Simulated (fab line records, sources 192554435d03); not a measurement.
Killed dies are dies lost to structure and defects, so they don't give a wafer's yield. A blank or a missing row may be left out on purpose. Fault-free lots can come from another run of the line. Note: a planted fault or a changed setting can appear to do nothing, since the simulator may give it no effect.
Which tool is to blame? | flow n5Finfet | 11 lots with 33 wafers sampled at 3 steps, on a route of 1938 steps

## WHAT THE GAUGES READ, wafer by wafer
N5_BEOL_M9_INSPECT_30: inspects for defects (brightfield).
lot  | measured     | on               | rawDefectCount
L075 | day 9 22:18  | defectInspect-02 | 383 401 367
L077 | day 10 06:47 | defectInspect-02 | 453 378 452
L079 | day 10 18:29 | defectInspect-02 | 511 722 373
L082 | day 11 09:29 | defectInspect-01 | 481 507 304
L083 | day 11 18:26 | defectInspect-01 | 311 386 398
L084 | day 12 03:22 | defectInspect-01 | 445 452 577
L087 | day 13 06:04 | defectInspect-01 | 282 299 429
L088 | day 13 17:56 | defectInspect-01 | 539 441 359
L090 | day 14 17:01 | defectInspect-02 | 517 423 491
L093 | day 15 23:28 | defectInspect-02 | 456 626 451
L097 | day 17 03:46 | defectInspect-01 | 482 413 388

## TOOL THAT RAN EACH LOT (tool first, then ch and the chambers of the sampled wafers, then the start)
lot  | N5_BEOL_M8_TRENCH_ETCH_37                    | N5_BEOL_M9_ILD_DEP_00
L075 | rieDiel-05 ch 0,3, day 9 19:01 or earlier    | pecvd-03 ch 0,2, day 9 19:01
L077 | rieDiel-03 ch 0,3, day 10 00:38 or earlier   | pecvd-01 ch 0,2, day 10 00:38
L079 | rieDiel-05 ch 1,2,3, day 10 15:41 or earlier | pecvd-02 ch 0,2, day 10 15:41
L082 | rieDiel-05 ch 0,2, day 11 04:23 or earlier   | pecvd-03 ch 0,2, day 11 04:23
L083 | rieDiel-01 ch 0,2,3, day 11 12:37 or earlier | pecvd-01 ch 0,1, day 11 12:37
L084 | rieDiel-03 ch 0,3, day 11 20:34 or earlier   | pecvd-02 ch 0,1,2, day 11 20:34
L087 | rieDiel-03 ch 0,3, day 13 02:38 or earlier   | pecvd-01 ch 0,1,2, day 13 02:38
L088 | rieDiel-03 ch 0,2, day 13 12:07 or earlier   | pecvd-03 ch 0,2, day 13 12:07
L090 | rieDiel-05 ch 0,1, day 14 08:54 or earlier   | pecvd-01 ch 0,1,2, day 14 08:54
L093 | rieDiel-03 ch 1,2,3, day 15 16:18 or earlier | pecvd-01 ch 0,1, day 15 16:18
L097 | rieDiel-01 ch 2,3, day 17 00:23 or earlier   | pecvd-01 ch 0,1,2, day 17 00:23
- N5_BEOL_M8_TRENCH_ETCH_37: etches SiCOH lowk in C4F6/O2, target depth 93.478 nm, time 31.2 s.
- N5_BEOL_M9_ILD_DEP_00: deposits SiCOH lowk from DEMS/porogen, target thk 308.51 nm, time 58 s.

## THE ANSWER, worked out from the rows above alone
Rule: usual is defined by the lots themselves. The widest of any qualifying gaps counts: lots, ordered by their means at a reading, are off when they make up no more than a third of the lots, leave a main group of 4 or more, and stand apart from it by 3 or more times the standard deviation of that group's means. The tables above print the reading to a certain number of digits; a main group whose means all agree to those digits is not used. A lot without any number at a reading at which 4 lots or more have one is off too. The other lots that the step has rows for count as sound.
None of the lots is off at any reading shown; this tells nothing.

## WHAT HAD BEEN PUT IN BY THE SIMULATOR
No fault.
